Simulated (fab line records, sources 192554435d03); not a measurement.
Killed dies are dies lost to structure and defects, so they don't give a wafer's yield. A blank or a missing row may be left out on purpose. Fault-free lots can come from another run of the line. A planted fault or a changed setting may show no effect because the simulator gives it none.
A struck lot beside a sound one -- flow n5 finfet -- 15 out of 1938 route steps
Sound: wafers L847.1, L847.5, L847.6. Struck: wafer L860.6 (L860.1, L860.4, from the same lot, were not struck and are left out); the cause is given at the end.
Order at every step that has rows: each side's tool, ch and its chambers, its first start. Under that, the readings that differ: sound wafers -- struck wafers -- difference of the means -- sigmas: that difference in standard deviations of wafers without a fault.
alike: a reading whose means differ by less than 2 such deviations, as well as words and numbers matching on both sides. not compared: withheld readings; readings where some wafer has no value; bounds like >300 that might hide an equal value; numbers whose values overlap and for which the record gives no deviation.
Wherever a step has rows on one side only, a row that says differs or no value, or a row with sigmas, the two part there. When numbers do not overlap yet have no deviation, they are printed without sigmas and do not part them. A reading that every wafer of one side lacks parts them only if that side has two wafers or more.

first, 1 step without rows for these wafers: N5_HKMG_FIN_STRIP_34 (strips in CF4).
N5_HKMG_FIN_ETCH_35: etches SOC in N2/H2, target depth 215.8 nm, time 243.4 s.
  sound on rie diel-03 ch 0,1,2, day 5 00:42; struck on rie diel-05 ch 0, day 8 11:06
  alike: drypump motor current A, n2 flow sccm, oes product au, rf vpp V, showerhead plenum p Torr, throttle valve pct
  not compared: rf hours counter h
then, 2 steps without rows for these wafers: N5_HKMG_FIN_STRIP_92 (strips SOC in N2/H2, time 20 s); N5_HKMG_FIN_WET_ETCH_18 (etches TiN in SC1, time 55 s, target depth 5.2 nm, rinse time 30 s).
N5_HKMG_FIN_STRIP_19: strips in N2/H2, time 360 s.
  sound on plasma asher-01 ch 0,1, day 5 01:00; struck on plasma asher-02 ch 0, day 8 11:28
  alike: drypump motor current A, heater power w, n2 flow sccm
  not compared: rf hours counter h
N5_HKMG_FIN_ALD_91: deposits TiN, target thk 1 nm, pulse time 1 s, purge time 3 s.
  sound on ald metal-03 ch 1,2, day 5 01:23; struck on ald metal-01 ch 0, day 8 11:52
  alike: heater power w, precursor pulse height rel
  not compared: ald cycles, since wet clean h
then, 1 step without rows for these wafers: N5_HKMG_FIN_COAT_85 (time 60 s, resist thk 300 nm).
N5_HKMG_FIN_ETCH_86: etches SOC in N2/H2, stops on TiN, target depth 393.2 nm.
  sound on rie diel-03 ch 0,1,2, day 5 01:43; struck on rie diel-05 ch 3, day 8 12:12
  alike: drypump motor current A, n2 flow sccm, oes product au, rf vpp V, showerhead plenum p Torr, throttle valve pct
  not compared: rf hours counter h
N5_HKMG_FIN_STRIP_89: strips SOC in N2/H2, time 20 s.
  sound on rie diel-03 ch 0,1,2, day 5 01:47; struck on rie diel-05 ch 3, day 8 12:16
  alike: drypump motor current A, n2 flow sccm, oes product au, rf vpp V, showerhead plenum p Torr, throttle valve pct
  not compared: rf hours counter h
then, 3 steps without rows for these wafers: N5_HKMG_FIN_WET_ETCH_87 (etches TiN in SC1, time 154.2 s, target depth 4.7 nm, rinse time 30 s); N5_HKMG_FIN_STRIP_88 (strips in N2/H2, time 360 s); N5_HKMG_FIN_NWFM_ALD_20 (deposits TiAlC, target thk 2 nm, pulse time 3 s, purge time 2 s).
N5_HKMG_FIN_ALD_71: deposits TiN, target thk 1 nm, pulse time 1 s, purge time 3 s.
  sound on ald metal-03 ch 0,2,3, day 5 02:28; struck on ald metal-03 ch 2, day 8 12:56
reading,sound,struck,difference,sigmas
ald cycles,47 47 47,50,+3,
precursor pulse height rel,0.971 0.957 0.997,1.022,+0.047,+2
  alike: heater power w
  not compared: since wet clean h
then, 1 step without rows for these wafers: N5_HKMG_FIN_COAT_66 (time 60 s, resist thk 300 nm).
-- here the record skips 4 days between the struck wafers' starts before and after, leaving off in module HKMG_FIN and picking up in module BEOL_M4 (first step shown: number 1111 of the route) --
N5_BEOL_M4_RC_MEAS_101:
  sound on prober-01 ch 0, day 8 20:00; struck on prober-02 ch 0, day 12 12:32
reading,sound,struck,difference,sigmas
VT_P (mV),-245 -244 -240,-252,-9,-3
  alike: DIBL_N, DIBL_P, IOFF_N, IOFF_P, ION_N, ION_P, SS_N, SS_P, VT_N

== WHERE THEY PART ==
First at N5_HKMG_FIN_ALD_71; last, within this record, at N5_BEOL_M4_RC_MEAS_101.

WHY: what the simulator had put in
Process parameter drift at N5_HKMG_FIN_ALD_71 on ald metal-03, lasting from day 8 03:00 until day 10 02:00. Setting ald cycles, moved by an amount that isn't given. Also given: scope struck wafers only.
